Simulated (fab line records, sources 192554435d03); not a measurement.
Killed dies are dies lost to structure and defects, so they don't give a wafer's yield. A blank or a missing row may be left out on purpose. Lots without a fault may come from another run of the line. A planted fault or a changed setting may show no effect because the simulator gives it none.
Chamber matching | flow n5_finfet | N5_BEOL_M14_DESCUM_15 on rie_diel-01: 4 sister chambers
The step chemistry O2, time 7.9 s. 24 wafers are shown with their chamber, then 12 later ones without.

WAFERS WITH THEIR CHAMBER
wafer  | chamber | drypump_motor_current_A (A) | showerhead_plenum_p_Torr (Torr) | throttle_valve_pct (%)
L074.1 | 3       | 5.1                         | 1.91                            | 20.26
L074.4 | 0       | 6.2                         | 2.00                            | 20.61
L074.6 | 2       | 5.4                         | 2.14                            | 20.48
L075.1 | 3       | 5.1                         | 1.91                            | 20.26
L075.2 | 1       | 6.5                         | 2.04                            | 20.16
L075.6 | 1       | 6.5                         | 2.04                            | 20.12
L079.1 | 2       | 5.4                         | 2.13                            | 20.26
L079.4 | 0       | 6.2                         | 1.99                            | 20.66
L079.6 | 2       | 5.4                         | 2.13                            | 20.24
L082.1 | 0       | 6.2                         | 1.99                            | 20.66
L082.3 | 0       | 6.2                         | 1.99                            | 20.66
L082.4 | 2       | 5.4                         | 2.13                            | 20.27
L083.2 | 1       | 6.4                         | 2.03                            | 20.17
L083.3 | 3       | 5.1                         | 1.90                            | 20.31
L083.6 | 2       | 5.4                         | 2.13                            | 20.26
L084.1 | 2       | 5.4                         | 2.13                            | 20.26
L084.3 | 0       | 6.2                         | 1.99                            | 20.69
L084.4 | 3       | 5.1                         | 1.89                            | 20.32
L087.1 | 0       | 6.2                         | 1.99                            | 20.68
L087.2 | 2       | 5.4                         | 2.13                            | 20.28
L087.5 | 1       | 6.4                         | 2.03                            | 20.17
L076.3 | 2       | 5.4                         | 2.13                            | 20.28
L076.4 | 3       | 5.1                         | 1.89                            | 20.34
L076.6 | 0       | 6.2                         | 1.98                            | 20.67

SIGNATURES (means of the wafers above)
reading                  | chamber 0 | chamber 1 | chamber 2 | chamber 3 | scatter within a chamber
drypump_motor_current_A  | 6.200     | 6.450     | 5.400     | 5.100     | 0.0224
showerhead_plenum_p_Torr | 1.9900    | 2.0350    | 2.1313    | 1.9000    | 0.00627
throttle_valve_pct       | 20.6614   | 20.1550   | 20.2913   | 20.2980   | 0.0514
Rule: a wafer's distance from a chamber is the root of the sum, over the readings, of the square of ((its reading less the chamber's mean) divided by the reading's scatter). The wafer belongs to the nearest chamber; if the next one is less than 2 further off, it can't be placed. The scatter: the root of (the sum of the squares of (reading less its chamber's mean) over the shown wafers, divided by (wafers less chambers)).

WAFERS WITHOUT THEIR CHAMBER
wafer  | drypump_motor_current_A (A) | showerhead_plenum_p_Torr (Torr) | throttle_valve_pct (%)
L091.2 | 6.2                         | 1.98                            | 20.71
L091.5 | 6.2                         | 1.98                            | 20.70
L091.6 | 6.4                         | 2.02                            | 20.18
L093.2 | 6.4                         | 2.02                            | 20.22
L093.4 | 6.4                         | 2.02                            | 20.19
L093.6 | 5.1                         | 1.89                            | 20.35
L094.1 | 5.4                         | 2.12                            | 20.29
L094.3 | 6.4                         | 2.02                            | 20.23
L094.4 | 5.4                         | 2.12                            | 20.31
L097.1 | 6.5                         | 2.02                            | 20.21
L097.5 | 5.4                         | 2.12                            | 20.29
L097.6 | 6.3                         | 1.98                            | 20.70

WHICH CHAMBER EACH WENT THROUGH
wafer  | from the rows above | in truth
L091.2 | 0                   | 0
L091.5 | 0                   | 0
L091.6 | 1                   | 1
L093.2 | 1                   | 1
L093.4 | 1                   | 1
L093.6 | 3                   | 3
L094.1 | 2                   | 2
L094.3 | 1                   | 1
L094.4 | 2                   | 2
L097.1 | 1                   | 1
L097.5 | 2                   | 2
L097.6 | 0                   | 0
Placed correctly: 12 of 12. Can't be placed from these rows: 0. Placed wrongly: 0.
